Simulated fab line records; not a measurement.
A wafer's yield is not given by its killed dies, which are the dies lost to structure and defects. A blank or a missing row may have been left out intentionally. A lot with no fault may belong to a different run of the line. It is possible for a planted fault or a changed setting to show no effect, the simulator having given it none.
Matching of chambers + flow n5 finfet + 4 sister chambers for N5_BEOL_M4_ALD_98 on ald sin-02
The step deposits SiO2, target thk 2.5 nm, pulse time 1 s, co reactant pulse time 1 s. 30 wafers are shown with their chamber, then 12 later ones without.

## WAFERS WITH THEIR CHAMBER
| wafer  | chamber | heater power w (W) | precursor pulse height rel |
|--------|---------|--------------------|----------------------------|
| L074.3 | 2       | 73                 | 0.976                      |
| L074.4 | 0       | 77                 | 0.994                      |
| L074.5 | 1       | 67                 | 0.993                      |
| L079.1 | 1       | 69                 | 0.987                      |
| L079.4 | 2       | 73                 | 1.047                      |
| L079.6 | 2       | 73                 | 1.031                      |
| L077.1 | 3       | 81                 | 0.990                      |
| L077.3 | 1       | 68                 | 0.964                      |
| L077.6 | 2       | 74                 | 0.975                      |
| L080.1 | 1       | 67                 | 0.982                      |
| L080.2 | 3       | 81                 | 0.996                      |
| L080.3 | 2       | 74                 | 1.014                      |
| L080.4 | 0       | 79                 | 1.001                      |
| L080.5 | 1       | 67                 | 1.033                      |
| L080.6 | 0       | 76                 | 1.012                      |
| L081.1 | 0       | 77                 | 0.994                      |
| L081.2 | 1       | 68                 | 1.024                      |
| L081.5 | 3       | 81                 | 0.986                      |
| L084.2 | 0       | 78                 | 1.014                      |
| L084.4 | 3       | 82                 | 1.001                      |
| L084.5 | 1       | 67                 | 1.004                      |
| L085.2 | 1       | 68                 | 0.982                      |
| L085.4 | 0       | 81                 | 0.972                      |
| L085.6 | 2       | 73                 | 0.973                      |
| L094.1 | 1       | 70                 | 1.000                      |
| L094.3 | 2       | 74                 | 0.981                      |
| L094.4 | 3       | 83                 | 1.014                      |
| L093.1 | 2       | 74                 | 0.991                      |
| L093.2 | 1       | 69                 | 0.972                      |
| L093.3 | 3       | 84                 | 0.997                      |

SIGNATURES (averages over the wafers above)
| reading                    | chamber 0 | chamber 1 | chamber 2 | chamber 3 | scatter within a chamber |
|----------------------------|-----------|-----------|-----------|-----------|--------------------------|
| heater power w             | 78.00     | 68.00     | 73.50     | 82.00     | 1.18                     |
| precursor pulse height rel | 0.99783   | 0.99410   | 0.99850   | 0.99733   | 0.0212                   |
Rule: for a wafer and a chamber, the distance is found by dividing, reading by reading, the gap between the wafer's reading and the chamber's mean by the reading's scatter, squaring, summing and taking the root. If the next closest chamber is less than 2 further off than the closest, the wafer can't be placed; otherwise it belongs to the closest. The scatter: the root of (the sum of the squares of (reading less its chamber's mean) over the shown wafers, divided by (wafers less chambers)).

## WAFERS WHOSE CHAMBER IS MISSING
| wafer  | heater power w (W) | precursor pulse height rel |
|--------|--------------------|----------------------------|
| L093.4 | 80                 | 0.998                      |
| L093.5 | 75                 | 1.037                      |
| L093.6 | 85                 | 1.016                      |
| L095.1 | 84                 | 1.004                      |
| L095.2 | 68                 | 0.998                      |
| L095.3 | 73                 | 0.979                      |
| L095.4 | 79                 | 1.000                      |
| L095.5 | 82                 | 0.997                      |
| L095.6 | 80                 | 0.992                      |
| L097.2 | 74                 | 1.003                      |
| L097.3 | 84                 | 1.006                      |
| L097.4 | 66                 | 0.981                      |

## EACH ONE'S CHAMBER
| wafer  | from the rows above     | in truth |
|--------|-------------------------|----------|
| L093.4 | can't be placed: 0 or 3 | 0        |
| L093.5 | can't be placed: 2 or 0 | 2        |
| L093.6 | 3                       | 3        |
| L095.1 | 3                       | 3        |
| L095.2 | 1                       | 1        |
| L095.3 | 2                       | 2        |
| L095.4 | can't be placed: 0 or 3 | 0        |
| L095.5 | 3                       | 3        |
| L095.6 | can't be placed: 3 or 0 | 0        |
| L097.2 | 2                       | 2        |
| L097.3 | 3                       | 3        |
| L097.4 | 1                       | 1        |
Correctly placed: 8 of 12. Unplaceable from these rows: 4, with the true chamber sitting among the candidates in 4. Placed wrongly: 0.
